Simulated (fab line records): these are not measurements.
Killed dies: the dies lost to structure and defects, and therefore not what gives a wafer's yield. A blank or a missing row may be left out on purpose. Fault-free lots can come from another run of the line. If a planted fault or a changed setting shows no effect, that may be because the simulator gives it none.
What tool caused it? -- flow nandHarc -- route of 1302 steps, sampled at 1 step: 15 lots, 45 wafers

## WHAT EACH GAUGE READ, for each wafer
NHARC_A_CONTACT_OVL_MEAS_43. Usual: overlayXNm 0.0 nm, standard deviation 0.87; overlayYNm 0.0 nm, standard deviation 0.86.
lot,measured,on,overlayXNm (nm),overlayYNm (nm),flag
L252,day 21 03:32,overlay-02,-0.7 -0.5 -0.3,0.6 0.2 0.0,
L251,day 21 22:41,overlay-01,0.7 0.3 0.8,-0.7 -1.0 -0.8,
L255,day 23 01:15,overlay-01,-1.8 -1.7 -1.8,-1.6 -1.6 -2.2,
L256,day 23 02:14,overlay-01,0.0 1.3 0.0,0.8 0.5 0.6,
L259,day 24 11:48,overlay-01,-0.2 0.0 0.1,-1.0 -0.5 -0.6,
L257,day 24 15:49,overlay-02,0.4 0.0 0.0,0.1 0.4 -0.5,
L261,day 26 06:14,overlay-02,1.2 0.9 1.4,-0.3 0.3 -0.7,
L263,day 26 15:52,overlay-02,0.9 0.4 0.7,-0.6 -0.4 -0.9,
L262,day 26 17:43,overlay-02,0.1 0.4 0.0,-1.3 -0.8 -0.5,
L265,day 27 13:02,overlay-01,1.0 1.2 0.8,0.9 0.6 1.1,
L268,day 28 09:51,overlay-02,0.0 -0.1 -0.8,0.0 0.0 -0.1,
L272,day 30 00:07,overlay-01,0.7 0.2 0.0,0.4 0.9 0.5,
L274,day 30 04:24,overlay-02,-0.3 -0.3 0.1,0.6 0.2 0.9,
L271,day 30 05:00,overlay-02,-1.5 -1.4 -0.7,1.0 1.0 1.3,
L273,day 30 23:07,overlay-02,-0.4 0.2 -0.1,1.3 1.4 1.4,

## EACH LOT AND THE TOOL THAT RAN IT (in order: tool; ch and the chambers of the sampled wafers; start)
There is no process step in the record ahead of these readings.

## AS READ BY THE TOOLS THEMSELVES (means over the sampled wafers that have a number; for cases with no such wafer, the mark the record gives instead)
The record holds no such reading with a usual standard deviation.

## THE ANSWER, worked out from the rows above alone
Rule: a lot is off if the mean of its wafers that have a number lies more than 3 standard deviations from the usual mean. A lot without any number at a reading at which 4 lots or more have one is off too. All remaining lots with rows at the step are treated as sound. After the gauges, taken in route order, come the tools' own readings; for these a lot's mean is taken, as printed above. The first step at which some lot is off is used, and at that step the reading that is off furthest; a lot without a number counts as furthest.
None of the lots is off at any reading shown; this tells nothing.

## WHAT HAD BEEN PUT IN BY THE SIMULATOR
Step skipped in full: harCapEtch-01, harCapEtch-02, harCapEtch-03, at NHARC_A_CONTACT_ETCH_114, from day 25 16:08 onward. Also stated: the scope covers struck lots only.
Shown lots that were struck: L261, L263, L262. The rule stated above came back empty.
